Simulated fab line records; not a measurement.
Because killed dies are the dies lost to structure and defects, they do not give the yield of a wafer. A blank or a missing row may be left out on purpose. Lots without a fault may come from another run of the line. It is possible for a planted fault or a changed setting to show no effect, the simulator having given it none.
Struck lot and sound lot, side by side | flow n5_finfet | 31 out of 1938 route steps
Sound: the wafers L597.2, L597.4, L597.6. Struck: wafer L581.4. Last of all comes the cause.
For every step that has rows: the tool of each side, followed by ch and its chambers, followed by its first start. Under that, the readings that differ: sound wafers | struck wafers | difference of the means | sigmas: that difference in standard deviations of wafers without a fault.
alike: words and numbers the same on both sides, and readings whose means are apart by under 2 such deviations; not compared: readings that were withheld, readings missing a value for some wafer, numbers with overlapping values and no deviation given by the record, and bounds like >300 which may hide the same value.
A row with sigmas, a row that says differs or no value, or rows on one side alone: a step with any of these is where the two part. Numbers that have no deviation but don't overlap get no sigmas and don't part them. Lack of a reading on every wafer of one side parts them only where that side has two or more wafers.

first, 11 steps without rows for these wafers: N5_FIN_SAQP_STRIP_74 (strips in CHF3/O2); N5_FIN_SAQP_MANDREL_ETCH_22 (etches a-Si in HBr/Cl2, stops on SiNx, target depth 60 nm, bt time 10 s, time 30 s); N5_FIN_SAQP_STRIP_55 (strips in N2/H2); N5_FIN_SAQP_STRIP_23 (strips in SPM, time 750 s); N5_FIN_SAQP_SRD_66 (time 30 s); N5_FIN_SAQP_RECESS_75 (chemistry HF/NH3, target SiO2, target depth 14.4 nm, afs cycles 3, sublimation time 60 s); N5_FIN_SAQP_SPACER1_ALD_24 (deposits SiO2, target thk 20.3 nm, pulse time 1 s, purge time 2 s); N5_FIN_SAQP_SPACER1_ETCHBACK_25 (etches SiO2 in CHF3/O2, target depth 24.4 nm, time 12.2 s); N5_FIN_SAQP_MANDREL1_REMOVE_56 (chemistry HBr/Cl2/O2, target a-Si, stops on SiNx, bt time 10 s); N5_FIN_SAQP_ETCH_57 (etches SiNx in CH3F/O2, target depth 32.5 nm, time 46.4 s); N5_FIN_SAQP_ETCH_65 (etches SiO2 in CF4, target depth 4 nm, time 4.4 s).
N5_FIN_SAQP_MANDREL_ETCH_58: etches a-Si in HBr/Cl2, stops on SiNx, target depth 45 nm, bt time 10 s, time 27 s.
  sound on rie_si-01 ch 0,2, day 7 18:31; struck on rie_si-02 ch 3, day 3 20:35
  reading                  | sound             | struck | difference | sigmas
  model.etch.depth_nm (nm) | 45.05 45.43 45.38 | 44.71  | -0.58      |
  alike: drypump_motor_current_A, oes_product_au, rf_fwd_power_W, throttle_valve_pct
  not compared: rf_hours_counter_h
then, 2 steps without rows for these wafers: N5_FIN_SAQP_RECESS_63 (chemistry HF/NH3, target SiO2, target depth 18 nm, afs cycles 3, sublimation time 60 s); N5_FIN_SAQP_COAT_68 (time 60 s, resist thk 100 nm).
N5_FIN_SAQP_ETCH_69: etches SOC in N2/H2, stops on SiNx, target depth 150 nm.
  sound on rie_diel-06 ch 0,2,3, day 7 19:04; struck on rie_diel-06 ch 3, day 3 21:05
  reading               | sound          | struck | difference | sigmas
  oes_product_au (a.u.) | 0.82 0.70 0.77 | 0.43   | -0.33      | -5
  rf_fwd_power_W (W)    | 846 839 845    | 851    | +8         | +2
  alike: drypump_motor_current_A, rf_vpp_V, showerhead_plenum_p_Torr, throttle_valve_pct
  not compared: rf_hours_counter_h
then, 3 steps without rows for these wafers: N5_FIN_SAQP_STRIP_70 (strips in N2/H2); N5_FIN_SAQP_RECESS_71 (chemistry HF/NH3, target SiO2, target depth 3 nm, afs cycles 1, sublimation time 60 s); N5_FIN_SAQP_SPACER2_ALD_28 (deposits SiO2, target thk 8.1 nm, pulse time 1 s, purge time 2 s).
N5_FIN_SAQP_SPACER2_ETCHBACK_29: etches SiO2 in CHF3/O2, target depth 12.2 nm, time 6.1 s.
  sound on rie_diel-06 ch 0,3, day 7 19:43; struck on rie_diel-02 ch 2, day 3 21:43
  reading               | sound          | struck | difference | sigmas
  oes_product_au (a.u.) | 0.83 0.83 0.70 | 0.36   | -0.43      | -6
  alike: drypump_motor_current_A, rf_fwd_power_W, rf_vpp_V, showerhead_plenum_p_Torr, throttle_valve_pct
  not compared: rf_hours_counter_h
then, 9 steps without rows for these wafers: N5_FIN_SAQP_MANDREL2_REMOVE_60 (chemistry HBr/Cl2/O2, target a-Si, stops on SiNx, bt time 10 s); N5_FIN_SAQP_HM_OPEN_33 (chemistry CH3F/O2, target SiNx, target depth 49.4 nm, time 70.6 s); N5_FIN_SAQP_ETCH_34 (etches SiO2 in C4F6/O2, target depth 45 nm, time 15 s); N5_FIN_SAQP_STRIP_77 (strips in N2/H2, time 90 s); N5_FIN_SAQP_ETCH_64 (etches SiO2 in CF4, target depth 1.5 nm); N5_FIN_SAQP_FIN_ETCH_36 (etches the open film in HBr/Cl2/O2, target depth 120 nm, time 50.4 s); N5_FIN_SAQP_PRECLEAN_38 (cleans in O3/DIW, time 45 s); N5_FIN_SAQP_PRECLEAN_45 (cleans in dHF, time 10 s); N5_FIN_SAQP_SRD_39 (time 30 s).
N5_FIN_SAQP_INSPECT_40: inspects for defects (brightfield).
  sound on defect_inspect-02, day 7 20:31; struck on defect_inspect-02, day 3 22:31
  reading          | sound       | struck | difference | sigmas
  raw_defect_count | 135 131 181 | 1660   | +1511      | +20
N5_BEOL_M4_RC_MEAS_101:
  the record has rows for the sound wafers here (prober-02 ch 0, day 13 15:55) and none for the struck ones
-- here the record skips 10 days between the struck wafers' starts before and after, leaving off in module BEOL_M4 and picking up in module PASSIVATION (first step shown: number 1936 of the route) --
N5_PASSIVATION_PROBE_49:
  record: rows for the struck wafers here (prober-02, day 13 20:08), none for the sound ones

## WHERE THEY PART
First at N5_FIN_SAQP_ETCH_69; last, within this record, at N5_PASSIVATION_PROBE_49.

WHY: whatever the simulator had introduced
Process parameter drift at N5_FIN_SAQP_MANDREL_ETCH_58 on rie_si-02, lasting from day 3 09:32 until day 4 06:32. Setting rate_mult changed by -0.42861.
